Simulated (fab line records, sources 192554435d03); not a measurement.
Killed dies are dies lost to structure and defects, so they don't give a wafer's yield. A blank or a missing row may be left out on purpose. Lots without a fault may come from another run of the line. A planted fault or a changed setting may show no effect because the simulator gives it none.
Chamber matching | flow n5_finfet | N5_MOL_CONTACT_COAG_ETCHBACK_135 on rie_diel-01: 4 sister chambers
The step etches SiO2 in CHF3, target depth 25 nm, time 16.7 s. 14 wafers are shown with their chamber, then 7 later ones without.

WAFERS WITH THEIR CHAMBER
wafer  | chamber | showerhead_plenum_p_Torr (Torr) | drypump_motor_current_A (A) | rf_vpp_V (V)
L074.3 | 0       | 2.33                            | 6.3                         | 508
L074.4 | 2       | 2.41                            | 5.6                         | 535
L074.6 | 1       | 2.25                            | 5.0                         | 519
L075.1 | 3       | 2.32                            | 6.2                         | 537
L075.3 | 0       | 2.33                            | 6.2                         | 509
L075.5 | 3       | 2.32                            | 6.2                         | 536
L076.3 | 0       | 2.33                            | 6.2                         | 508
L076.5 | 2       | 2.40                            | 5.6                         | 532
L076.6 | 3       | 2.32                            | 6.2                         | 537
L077.1 | 2       | 2.40                            | 5.7                         | 535
L077.2 | 3       | 2.31                            | 6.2                         | 537
L077.6 | 0       | 2.33                            | 6.2                         | 507
L079.2 | 3       | 2.31                            | 6.2                         | 536
L079.3 | 2       | 2.40                            | 5.6                         | 534

SIGNATURES (means of the wafers above)
reading                  | chamber 0 | chamber 1 | chamber 2 | chamber 3 | scatter within a chamber
showerhead_plenum_p_Torr | 2.3300    | 2.2500    | 2.4025    | 2.3160    | 0.00442
drypump_motor_current_A  | 6.225     | 5.000     | 5.625     | 6.200     | 0.0387
rf_vpp_V                 | 508.00    | 519.00    | 534.00    | 536.60    | 0.959
Rule: a wafer's distance from a chamber is the root of the sum, over the readings, of the square of ((its reading less the chamber's mean) divided by the reading's scatter). The wafer belongs to the nearest chamber; if the next one is less than 2 further off, it can't be placed. The scatter: the root of (the sum of the squares of (reading less its chamber's mean) over the shown wafers, divided by (wafers less chambers)).

WAFERS WITHOUT THEIR CHAMBER
wafer  | showerhead_plenum_p_Torr (Torr) | drypump_motor_current_A (A) | rf_vpp_V (V)
L079.6 | 2.31                            | 6.2                         | 537
L090.2 | 2.32                            | 6.2                         | 508
L090.4 | 2.39                            | 5.6                         | 535
L090.6 | 2.32                            | 6.2                         | 509
L093.2 | 2.53                            | 5.0                         | 528
L093.4 | 2.39                            | 5.6                         | 534
L093.5 | 2.32                            | 6.2                         | 509

WHICH CHAMBER EACH WENT THROUGH
wafer  | from the rows above | in truth
L079.6 | 3                   | 3
L090.2 | 0                   | 0
L090.4 | 2                   | 2
L090.6 | 0                   | 0
L093.2 | 2                   | 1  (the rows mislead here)
L093.4 | 2                   | 2
L093.5 | 0                   | 0
Placed correctly: 6 of 7. Can't be placed from these rows: 0. Placed wrongly: 1.
